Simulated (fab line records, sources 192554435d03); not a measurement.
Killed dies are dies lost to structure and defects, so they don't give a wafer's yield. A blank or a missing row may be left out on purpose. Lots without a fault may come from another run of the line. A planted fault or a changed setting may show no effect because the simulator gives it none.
A struck lot beside a sound one | flow n5_finfet | 37 steps out of a route of 1938
Sound: wafers L216.1, L216.4, L216.6. Struck: wafer L207.6. (L207.1, L207.3 of the same lot were not struck and are left out.) The cause comes at the end.
At each step with rows: each side's tool, then ch and its chambers, then its first start. Under that, the readings that differ: sound wafers | struck wafers | difference of the means | sigmas: that difference in standard deviations of wafers without a fault.
alike: readings whose means differ by less than 2 such deviations, and words and numbers that are the same on both sides. not compared: withheld readings, readings that some wafer has no value for, bounds like >300 that may hide the same value, and numbers for which the record gives no deviation and whose values overlap.
The two part at a step that has a row with sigmas, a row that says differs or no value, or rows on one side only. Numbers that don't overlap but have no deviation are shown without sigmas and don't part them. A reading that every wafer of one side lacks parts them only if that side has two wafers or more.

first, 8 steps without rows for these wafers: N5_BEOL_M1_ECD_50 (material Cu, target thk 300 nm); N5_BEOL_M1_ANNEAL_51 (time 90 s); N5_BEOL_M1_CMP_52 (polishes, stops on SiOC, t overpolish 6.8 s, target thk 40 nm); N5_BEOL_M1_PRE_CLEAN_60 (time 15 s); N5_BEOL_M1_CO_CAP_55 (material Co, precursor CCTBA/H2, target thk 2 nm, time 102.1 s); N5_BEOL_M1_PRE_CLEAN_56 (time 15 s); N5_BEOL_M1_DEP_57 (deposits SiCN from 3MS/NH3, target thk 8 nm, time 14 s); N5_BEOL_M2_ILD_DEP_00 (deposits SiOC from DEMS/O2, target thk 79 nm, time 15.3 s).
N5_BEOL_M2_PECVD_72: deposits SiO2 from TEOS/O2, target thk 16 nm, time 18 s.
  sound on pecvd-04 ch 1,2, day 12 08:07; struck on pecvd-04 ch 0, day 9 19:46
  reading                                    | sound        | struck | difference | sigmas
  model.SiO2_of_BEOL_M2_PECVD_72.thk_nm (nm) | 15.8 16 16.2 | 19.8   | +3.8       |
  alike: heater_power_w, showerhead_plenum_p_Torr, throttle_valve_pct
then, 25 steps without rows for these wafers: N5_BEOL_M2_HM_DEP_02 (deposits TiN, target thk 20 nm); N5_BEOL_M2_COAT_61 (time 60 s, resist thk 60 nm); N5_BEOL_M2_COAT_62 (time 60 s, resist thk 12 nm); N5_BEOL_M2_COAT_73 (time 60 s, resist thk 5 nm); N5_BEOL_M2_COAT_05 (resist thk 30 nm); N5_BEOL_M2_EBR_07; N5_BEOL_M2_SOFTBAKE_06 (time 60 s); N5_BEOL_M2_EXPOSE_08 (exposes mask M2); N5_BEOL_M2_PEB_09 (peb time 60 s); N5_BEOL_M2_DEVELOP_10 (develop time 30 s); N5_BEOL_M2_DESCUM_16 (chemistry O2, time 7 s); N5_BEOL_M2_ETCH_74 (etches underlayer in N2/H2, target depth 6.5 nm, time 5.2 s); N5_BEOL_M2_ETCH_63 (etches SiARC in CF4, target depth 15.6 nm, time 26 s); N5_BEOL_M2_ETCH_64 (etches SOC in N2/H2, target depth 75 nm, overetch 22.5 nm, time 121.9 s); N5_BEOL_M2_STRIP_65 (strips in N2/H2); N5_BEOL_M2_STRIP_75 (strips in N2/H2); N5_BEOL_M2_STRIP_66 (strips in CF4); N5_BEOL_M2_HM_OPEN_17 (chemistry Cl2/BCl3, target TiN, target depth 20 nm, overetch 6 nm); N5_BEOL_M2_STRIP_19 (strips in O2); N5_BEOL_M2_COAT_67 (time 60 s, resist thk 60 nm); N5_BEOL_M2_COAT_68 (time 60 s, resist thk 12 nm); N5_BEOL_M2_COAT_76 (time 60 s, resist thk 5 nm); N5_BEOL_M2_COAT_22 (resist thk 30 nm); N5_BEOL_M2_EBR_24; N5_BEOL_M2_SOFTBAKE_23 (time 60 s).
N5_BEOL_M2_HM_STRIP_39: strips TiN in peroxide tin strip, target depth 25 nm, time 158 s.
  sound on wet_bench-03 ch 2,3,6, day 12 15:02; struck on wet_bench-03 ch 5, day 9 23:02
  reading                                    | sound        | struck | difference | sigmas
  model.SiO2_of_BEOL_M2_PECVD_72.thk_nm (nm) | 15.6 15.8 16 | 19.6   | +3.8       |
N5_BEOL_M2_CMP_52: polishes, stops on SiOC, t overpolish 6.8 s, target thk 40 nm.
  sound on cmp-01 ch 1,2,3, day 12 19:07; struck on cmp-03 ch 1, day 10 04:10
  reading                      | sound          | struck | difference | sigmas
  barrier_field_endpoint_s (s) | 24.2 23.6 24.1 | 29.9   | +5.9       | +8
  motor_current_A (A)          | 6.7 6.6 7.5    | 5.4    | -1.5       | -2
N5_BEOL_M4_RC_MEAS_101:
  sound on prober-01 ch 0, day 14 06:17; struck on prober-02 ch 0, day 11 09:59
  reading       | sound          | struck | difference | sigmas
  DIBL_N (mV/V) | 38.7 39.2 38.1 | 33.7   | -5.0       | -3
  DIBL_P (mV/V) | 38.4 37.3 37.2 | 32.8   | -4.8       | -2
  SS_N (mV/dec) | 72.1 71.9 72.2 | 70.8   | -1.3       | -2
  SS_P (mV/dec) | 73.6 74.3 73.8 | 72.1   | -1.8       | -3
  alike: IOFF_N, IOFF_P, ION_N, ION_P, VT_N, VT_P

WHERE THEY PART
First at N5_BEOL_M2_CMP_52; last, within this record, at N5_BEOL_M4_RC_MEAS_101.

WHY: what the simulator had put in
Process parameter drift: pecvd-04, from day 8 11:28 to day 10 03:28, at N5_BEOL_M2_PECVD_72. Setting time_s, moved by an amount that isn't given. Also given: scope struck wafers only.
